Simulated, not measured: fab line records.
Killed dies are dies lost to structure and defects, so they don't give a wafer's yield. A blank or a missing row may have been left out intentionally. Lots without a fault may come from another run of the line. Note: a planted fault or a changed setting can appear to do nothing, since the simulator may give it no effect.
Which tool was responsible? :: flow n5 finfet :: 11 lots, 33 wafers sampled, at 5 steps of a route of 1938

WHAT THE GAUGES READ, wafer by wafer
N5_BEOL_M4_RC_MEAS_101. Usual: DIBL_N 35.8 mV/V, standard deviation 1.6; DIBL_P 36.0 mV/V, standard deviation 1.9; IOFF_N 0.151 nA/um, standard deviation 0.029; IOFF_P 0.21 nA/um, standard deviation 0.037; ION_N 673 uA/um, standard deviation 12; ION_P 463 uA/um, standard deviation 7.3; SS_N 71.5 mV/dec, standard deviation 0.58; SS_P 73.2 mV/dec, standard deviation 0.61; VT_N 251 mV, standard deviation 3.3; VT_P -250 mV, standard deviation 3.3.
lot: L206
measured: day 7 18:14
on: prober-02
DIBL_N (mV/V): 35.4 36.9 38.8
DIBL_P (mV/V): 34.9 35.9 37.9
IOFF_N (nA/um): 0.115 0.139 0.175
IOFF_P (nA/um): 0.18 0.19 0.23
ION_N (uA/um): 662 667 679
ION_P (uA/um): 461 463 462
SS_N (mV/dec): 70.7 71.1 72.4
SS_P (mV/dec): 72.2 72.0 73.5
VT_N (mV): 256 254 250
VT_P (mV): -253 -251 -250
flag: 

lot: L207
measured: day 7 23:23
on: prober-01
DIBL_N (mV/V): 34.9 36.3 36.6
DIBL_P (mV/V): 32.7 35.0 35.8
IOFF_N (nA/um): 0.118 0.145 0.162
IOFF_P (nA/um): 0.16 0.19 0.22
ION_N (uA/um): 658 676 675
ION_P (uA/um): 451 466 467
SS_N (mV/dec): 71.1 71.4 71.1
SS_P (mV/dec): 71.6 73.5 73.3
VT_N (mV): 255 252 247
VT_P (mV): -254 -251 -248
flag: 

lot: L211
measured: day 9 14:28
on: prober-01
DIBL_N (mV/V): 34.5 35.4 36.9
DIBL_P (mV/V): 34.6 34.6 37.2
IOFF_N (nA/um): 0.125 0.136 0.161
IOFF_P (nA/um): 0.16 0.17 0.20
ION_N (uA/um): 674 672 676
ION_P (uA/um): 456 459 455
SS_N (mV/dec): 70.6 71.2 71.5
SS_P (mV/dec): 73.4 72.7 73.4
VT_N (mV): 254 253 252
VT_P (mV): -256 -255 -249
flag: 

lot: L209
measured: day 9 12:37
on: prober-01
DIBL_N (mV/V): 37.9 35.4 36.3
DIBL_P (mV/V): 38.3 34.5 35.2
IOFF_N (nA/um): 0.189 0.134 0.162
IOFF_P (nA/um): 0.27 0.20 0.22
ION_N (uA/um): 690 679 677
ION_P (uA/um): 472 465 466
SS_N (mV/dec): 71.9 71.2 70.9
SS_P (mV/dec): 74.3 73.4 73.4
VT_N (mV): 247 251 248
VT_P (mV): -244 -248 -247
flag: 

lot: L212
measured: day 9 13:09
on: prober-02
DIBL_N (mV/V): 36.1 37.2 37.6
DIBL_P (mV/V): 36.8 37.7 38.2
IOFF_N (nA/um): 0.167 0.183 0.205
IOFF_P (nA/um): 0.26 0.29 0.31
ION_N (uA/um): 682 678 691
ION_P (uA/um): 469 469 478
SS_N (mV/dec): 71.8 71.8 72.7
SS_P (mV/dec): 73.0 73.2 73.7
VT_N (mV): 248 248 246
VT_P (mV): -249 -244 -241
flag: 

lot: L210
measured: day 9 16:43
on: prober-02
DIBL_N (mV/V): 37.3 38.8 37.0
DIBL_P (mV/V): 36.7 38.8 36.2
IOFF_N (nA/um): 0.142 0.179 0.137
IOFF_P (nA/um): 0.21 0.25 0.20
ION_N (uA/um): 666 688 660
ION_P (uA/um): 465 468 461
SS_N (mV/dec): 71.2 72.3 71.1
SS_P (mV/dec): 72.9 73.8 72.8
VT_N (mV): 252 249 255
VT_P (mV): -248 -248 -251
flag: 

lot: L215
measured: day 9 21:20
on: prober-02
DIBL_N (mV/V): 34.8 34.7 35.2
DIBL_P (mV/V): 35.5 36.2 35.7
IOFF_N (nA/um): 0.154 0.152 0.161
IOFF_P (nA/um): 0.22 0.24 0.23
ION_N (uA/um): 681 685 672
ION_P (uA/um): 478 478 460
SS_N (mV/dec): 71.6 71.5 72.5
SS_P (mV/dec): 72.6 72.9 73.2
VT_N (mV): 254 253 250
VT_P (mV): -247 -244 -245
flag: 

lot: L224
measured: day 12 16:59
on: prober-01
DIBL_N (mV/V): 35.1 32.9 35.9
DIBL_P (mV/V): 34.6 32.8 35.6
IOFF_N (nA/um): 0.135 0.105 0.148
IOFF_P (nA/um): 0.18 0.17 0.20
ION_N (uA/um): 672 659 676
ION_P (uA/um): 460 455 463
SS_N (mV/dec): 70.4 70.3 70.7
SS_P (mV/dec): 73.1 71.8 73.5
VT_N (mV): 252 257 249
VT_P (mV): -250 -251 -252
flag: 

lot: L225
measured: day 12 20:47
on: prober-02
DIBL_N (mV/V): 35.8 33.0 35.1
DIBL_P (mV/V): 36.4 32.9 35.1
IOFF_N (nA/um): 0.151 0.107 0.144
IOFF_P (nA/um): 0.23 0.17 0.21
ION_N (uA/um): 665 649 672
ION_P (uA/um): 460 454 461
SS_N (mV/dec): 71.4 70.8 71.1
SS_P (mV/dec): 72.8 72.0 73.1
VT_N (mV): 251 252 252
VT_P (mV): -247 -252 -250
flag: 

lot: L226
measured: day 13 10:53
on: prober-01
DIBL_N (mV/V): 34.1 38.7 34.6
DIBL_P (mV/V): 35.2 39.7 37.3
IOFF_N (nA/um): 0.132 0.234 0.162
IOFF_P (nA/um): 0.18 0.26 0.22
ION_N (uA/um): 647 708 687
ION_P (uA/um): 459 469 470
SS_N (mV/dec): 71.3 72.9 72.3
SS_P (mV/dec): 73.8 74.2 73.6
VT_N (mV): 253 244 246
VT_P (mV): -253 -247 -254
flag: 

lot: L227
measured: day 13 18:34
on: prober-01
DIBL_N (mV/V): 37.7 36.0 35.0
DIBL_P (mV/V): 38.0 36.1 33.9
IOFF_N (nA/um): 0.210 0.178 0.142
IOFF_P (nA/um): 0.29 0.24 0.20
ION_N (uA/um): 692 681 678
ION_P (uA/um): 477 473 467
SS_N (mV/dec): 72.4 71.2 71.7
SS_P (mV/dec): 73.5 73.3 72.5
VT_N (mV): 247 246 250
VT_P (mV): -245 -248 -250
flag: 

TOOL THAT RAN EACH LOT (tool first, then ch and the chambers of the sampled wafers, then the start)
lot: L206
N5_BEOL_M1_SPUTTER_86: pvd sputter-03, day 6 11:11
N5_BEOL_M1_SPUTTER_88: pvd sputter-03, day 6 11:24
N5_BEOL_M2_HM_DEP_02: pvd sputter-03, day 6 15:07
N5_BEOL_M2_COAT_61: litho track-02 ch 0, day 6 15:14

lot: L207
N5_BEOL_M1_SPUTTER_86: pvd sputter-03, day 6 16:47
N5_BEOL_M1_SPUTTER_88: pvd sputter-03, day 6 17:01
N5_BEOL_M2_HM_DEP_02: pvd sputter-03, day 6 19:14
N5_BEOL_M2_COAT_61: litho track-02 ch 0, day 6 19:22

lot: L211
N5_BEOL_M1_SPUTTER_86: pvd sputter-03, day 7 17:46
N5_BEOL_M1_SPUTTER_88: pvd sputter-03, day 7 17:59
N5_BEOL_M2_HM_DEP_02: pvd sputter-02, day 7 20:10
N5_BEOL_M2_COAT_61: litho track-01 ch 0, day 7 20:17

lot: L209
N5_BEOL_M1_SPUTTER_86: pvd sputter-01, day 7 17:56
N5_BEOL_M1_SPUTTER_88: pvd sputter-01, day 7 18:09
N5_BEOL_M2_HM_DEP_02: pvd sputter-02, day 7 20:19
N5_BEOL_M2_COAT_61: litho track-02 ch 0, day 7 20:27

lot: L212
N5_BEOL_M1_SPUTTER_86: pvd sputter-02, day 7 18:37
N5_BEOL_M1_SPUTTER_88: pvd sputter-02, day 7 18:50
N5_BEOL_M2_HM_DEP_02: pvd sputter-03, day 7 22:11
N5_BEOL_M2_COAT_61: litho track-02 ch 0, day 7 22:19

lot: L210
N5_BEOL_M1_SPUTTER_86: pvd sputter-03, day 7 20:56
N5_BEOL_M1_SPUTTER_88: pvd sputter-03, day 7 21:09
N5_BEOL_M2_HM_DEP_02: pvd sputter-01, day 7 23:18
N5_BEOL_M2_COAT_61: litho track-01 ch 0, day 7 23:26

lot: L215
N5_BEOL_M1_SPUTTER_86: pvd sputter-03, day 8 15:33
N5_BEOL_M1_SPUTTER_88: pvd sputter-03, day 8 15:46
N5_BEOL_M2_HM_DEP_02: pvd sputter-02, day 8 17:57
N5_BEOL_M2_COAT_61: litho track-01 ch 0, day 8 18:04

lot: L224
N5_BEOL_M1_SPUTTER_86: pvd sputter-03, day 10 22:47
N5_BEOL_M1_SPUTTER_88: pvd sputter-03, day 10 23:00
N5_BEOL_M2_HM_DEP_02: pvd sputter-01, day 11 02:08
N5_BEOL_M2_COAT_61: litho track-01 ch 0, day 11 02:17

lot: L225
N5_BEOL_M1_SPUTTER_86: pvd sputter-02, day 11 05:51
N5_BEOL_M1_SPUTTER_88: pvd sputter-02, day 11 06:04
N5_BEOL_M2_HM_DEP_02: pvd sputter-02, day 11 08:37
N5_BEOL_M2_COAT_61: litho track-02 ch 0, day 11 08:44

lot: L226
N5_BEOL_M1_SPUTTER_86: pvd sputter-01, day 11 15:54
N5_BEOL_M1_SPUTTER_88: pvd sputter-01, day 11 16:07
N5_BEOL_M2_HM_DEP_02: pvd sputter-01, day 11 20:34
N5_BEOL_M2_COAT_61: litho track-02 ch 0, day 11 20:41

lot: L227
N5_BEOL_M1_SPUTTER_86: pvd sputter-03, day 11 18:38
N5_BEOL_M1_SPUTTER_88: pvd sputter-03, day 11 18:51
N5_BEOL_M2_HM_DEP_02: pvd sputter-01, day 11 21:32
N5_BEOL_M2_COAT_61: litho track-02 ch 0, day 11 21:40
- N5_BEOL_M1_SPUTTER_86: material Cu, target thk 4.5 nm, time 8.29 s.
- N5_BEOL_M1_SPUTTER_88: material Cu, target thk 4.5 nm, time 8.29 s.
- N5_BEOL_M2_HM_DEP_02: deposits TiN, target thk 20 nm.
- N5_BEOL_M2_COAT_61: time 60 s, resist thk 60 nm.

WHAT THE TOOLS THEMSELVES READ (means of the sampled wafers that have a number; where no wafer has one, the mark that the record gives instead)
N5_BEOL_M1_SPUTTER_86. Usual: throttle valve pct reads 29.9 % (standard deviation 1.1).
lot: L206
tool: pvd sputter-03
throttle valve pct (%): 29.4
flag: 

lot: L207
tool: pvd sputter-03
throttle valve pct (%): 29.2
flag: 

lot: L211
tool: pvd sputter-03
throttle valve pct (%): 28.9
flag: 

lot: L209
tool: pvd sputter-01
throttle valve pct (%): 30.4
flag: 

lot: L212
tool: pvd sputter-02
throttle valve pct (%): 31.0
flag: 

lot: L210
tool: pvd sputter-03
throttle valve pct (%): 29.6
flag: 

lot: L215
tool: pvd sputter-03
throttle valve pct (%): 29.1
flag: 

lot: L224
tool: pvd sputter-03
throttle valve pct (%): 29.7
flag: 

lot: L225
tool: pvd sputter-02
throttle valve pct (%): 30.7
flag: 

lot: L226
tool: pvd sputter-01
throttle valve pct (%): 30.5
flag: 

lot: L227
tool: pvd sputter-03
throttle valve pct (%): 29.8
flag: 

N5_BEOL_M1_SPUTTER_88. Usual: throttle valve pct reads 29.9 % (standard deviation 1.1).
lot: L206
tool: pvd sputter-03
throttle valve pct (%): 29.6
flag: 

lot: L207
tool: pvd sputter-03
throttle valve pct (%): 29.2
flag: 

lot: L211
tool: pvd sputter-03
throttle valve pct (%): 29.0
flag: 

lot: L209
tool: pvd sputter-01
throttle valve pct (%): 30.3
flag: 

lot: L212
tool: pvd sputter-02
throttle valve pct (%): 30.9
flag: 

lot: L210
tool: pvd sputter-03
throttle valve pct (%): 29.4
flag: 

lot: L215
tool: pvd sputter-03
throttle valve pct (%): 29.0
flag: 

lot: L224
tool: pvd sputter-03
throttle valve pct (%): 29.6
flag: 

lot: L225
tool: pvd sputter-02
throttle valve pct (%): 30.9
flag: 

lot: L226
tool: pvd sputter-01
throttle valve pct (%): 30.6
flag: 

lot: L227
tool: pvd sputter-03
throttle valve pct (%): 29.5
flag: 

N5_BEOL_M2_HM_DEP_02. Usual: throttle valve pct reads 30.0 % (standard deviation 1.2).
lot: L206
tool: pvd sputter-03
throttle valve pct (%): 29.0
flag: 

lot: L207
tool: pvd sputter-03
throttle valve pct (%): 29.1
flag: 

lot: L211
tool: pvd sputter-02
throttle valve pct (%): 29.7
flag: 

lot: L209
tool: pvd sputter-02
throttle valve pct (%): 29.6
flag: 

lot: L212
tool: pvd sputter-03
throttle valve pct (%): 29.6
flag: 

lot: L210
tool: pvd sputter-01
throttle valve pct (%): 31.1
flag: 

lot: L215
tool: pvd sputter-02
throttle valve pct (%): 30.2
flag: 

lot: L224
tool: pvd sputter-01
throttle valve pct (%): 30.0
flag: 

lot: L225
tool: pvd sputter-02
throttle valve pct (%): 30.7
flag: 

lot: L226
tool: pvd sputter-01
throttle valve pct (%): 30.2
flag: 

lot: L227
tool: pvd sputter-01
throttle valve pct (%): 30.1
flag: 

N5_BEOL_M2_COAT_61. Usual: spin speed rpm reads 1500.3 rpm (standard deviation 0.99).
lot: L206
tool: litho track-02
spin speed rpm (rpm): 1500.2
flag: 

lot: L207
tool: litho track-02
spin speed rpm (rpm): 1500.4
flag: 

lot: L211
tool: litho track-01
spin speed rpm (rpm): 1499.6
flag: 

lot: L209
tool: litho track-02
spin speed rpm (rpm): 1420.0
flag: OFF

lot: L212
tool: litho track-02
spin speed rpm (rpm): 1419.2
flag: OFF

lot: L210
tool: litho track-01
spin speed rpm (rpm): 1499.9
flag: 

lot: L215
tool: litho track-01
spin speed rpm (rpm): 1499.7
flag: 

lot: L224
tool: litho track-01
spin speed rpm (rpm): 1500.1
flag: 

lot: L225
tool: litho track-02
spin speed rpm (rpm): 1499.9
flag: 

lot: L226
tool: litho track-02
spin speed rpm (rpm): 1501.6
flag: 

lot: L227
tool: litho track-02
spin speed rpm (rpm): 1501.4
flag: 

THE ANSWER, worked out from the rows above alone
Rule: a lot counts as off when the mean over its wafers that have a number is more than 3 standard deviations away from the usual mean. Also off: a lot with no number at a reading for which 4 or more lots have one. All remaining lots with rows at the step are treated as sound. The gauges are gone through in route order, then the tools' own readings, and for those a lot's mean is taken as printed above. At the first step where some lot is off, the reading lying furthest off is the one used; lots without a number count as furthest.
Off at N5_BEOL_M2_COAT_61 (spin speed rpm): L209, L212.
If a tool, at that step or one of the process steps before it, ran each lot that is off and ran no sound lot following the first of them, it fits. None of those tried fits.

WHAT THE SIMULATOR PUT IN
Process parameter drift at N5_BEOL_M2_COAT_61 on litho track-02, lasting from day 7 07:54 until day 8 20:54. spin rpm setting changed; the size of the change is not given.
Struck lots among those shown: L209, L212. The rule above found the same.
